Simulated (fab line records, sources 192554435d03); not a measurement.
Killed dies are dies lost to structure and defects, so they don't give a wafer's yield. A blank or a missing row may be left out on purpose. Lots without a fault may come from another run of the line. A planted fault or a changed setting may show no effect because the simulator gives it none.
Split-lot experiment | flow n5_finfet | 7 lots, 21 wafers read, on a route of 1938 steps

THE SPLIT
At N5_SD_EPI_P_ETCH_16 (etches SiO2 in CHF3/O2, target depth 5 nm), the setting target_depth_a was moved away from the recipe's 50 angstrom on 7 of the 21 wafers read, by -10.3% to +9.2%. The other wafers ran this setting at the recipe's value.

The reading is taken at the split's own step.

THE READING
etch.depth_nm (the simulator's own value, which no gauge read), in nm, at N5_SD_EPI_P_ETCH_16 (etches SiO2 in CHF3/O2, target depth 5 nm). The file gives no usual value for it. The 14 wafers here that ran the recipe average 4.982 nm, standard deviation 0.067 nm.

wafer  | tool, chamber at the split | target_depth_a as run, angstrom | against the recipe | etch.depth_nm, nm | against lot-mates on the recipe
L074.2 | rie_diel-02, 3             | 44.87                           | -10.3%             | 4.566             | -0.445
L074.3 | rie_diel-02, 2             | 50                              | recipe             | 5.054             | -
L074.6 | rie_diel-02, 2             | 50                              | recipe             | 4.968             | -
L075.3 | rie_diel-04, 2             | 54.59                           | +9.2%              | 5.605             | +0.520
L075.4 | rie_diel-04, 2             | 54.59                           | +9.2%              | 5.605             | +0.520
L075.6 | rie_diel-04, 3             | 50                              | recipe             | 5.085             | -
L083.3 | rie_diel-04, 3             | 46.2                            | -7.6%              | 4.737             | -0.299
L083.4 | rie_diel-04, 1             | 50                              | recipe             | 4.963             | -
L083.5 | rie_diel-04, 2             | 50                              | recipe             | 5.109             | -
L086.1 | rie_diel-02, 0             | 50                              | recipe             | 5.054             | -
L086.2 | rie_diel-02, 1             | 50                              | recipe             | 4.971             | -
L086.4 | rie_diel-02, 2             | 50                              | recipe             | 4.925             | -
L087.4 | rie_diel-06, 2             | 52.17                           | +4.3%              | 5.144             | +0.180
L087.5 | rie_diel-06, 1             | 50                              | recipe             | 4.964             | -
L087.6 | rie_diel-06, 2             | 52.17                           | +4.3%              | 5.094             | +0.130
L091.2 | rie_diel-06, 3             | 50                              | recipe             | 4.873             | -
L091.3 | rie_diel-06, 1             | 47.76                           | -4.5%              | 4.713             | -0.177
L091.5 | rie_diel-06, 2             | 50                              | recipe             | 4.907             | -
L093.3 | rie_diel-06, 1             | 50                              | recipe             | 4.986             | -
L093.5 | rie_diel-06, 3             | 50                              | recipe             | 4.94              | -
L093.6 | rie_diel-06, 2             | 50                              | recipe             | 4.943             | -

THE FIT
A straight line over all 21 wafers: etch.depth_nm changes by +0.0511 nm for each +1% of target_depth_a; r = +0.93; the points scatter about the line by 0.09 nm.
The same after taking each lot's own level away (the mean of its wafers on the recipe; 21 wafers): +0.0475 nm for each +1%; r = +0.97; scatter 0.051 nm.
On that fit, the largest move of target_depth_a shifts the reading by 0.49 nm.
The lots' own levels span 4.8900 to 5.0850 nm, that is 2.9 times the standard deviation above.
So the lot-to-lot level changes the slope little: the two slopes agree.
Check: with one of the wafers moved furthest among these (-10.3%) left out of the fit, the line predicts -0.493 nm for it against its lot-mates. It came out at -0.445 nm against them.

OTHER SPLITS ON THESE WAFERS
These wafers also went through other splits before the reading. Each is held against what the fit with the lots' levels taken away leaves over:
other split on the same wafers          | wafers away from the commonest value | r with etch.depth_nm (lot level and that fit taken away)
N5_ZERO_LAYER_DEVELOP_10 develop_time_s | 7                                    | +0.20
N5_WELL_APT_COAT_02 spin_rpm            | 11                                   | -0.07
N5_WELL_APT_COAT_19 spin_rpm            | 5                                    | -0.31
N5_FIN_SAQP_HM_DEP_03 time_s            | 8                                    | +0.26
N5_FIN_SAQP_EXPOSE_13 dose_mj           | 5                                    | +0.00
N5_FIN_CUT_EXPOSE_05 dose_mj            | 4                                    | +0.24
N5_SPACER0_ALD_00 ald_cycles            | 3                                    | +0.03

THE FILE'S OWN FIT
etch.depth_nm changes by +0.0457 nm for each +1% of target_depth_a, r = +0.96.
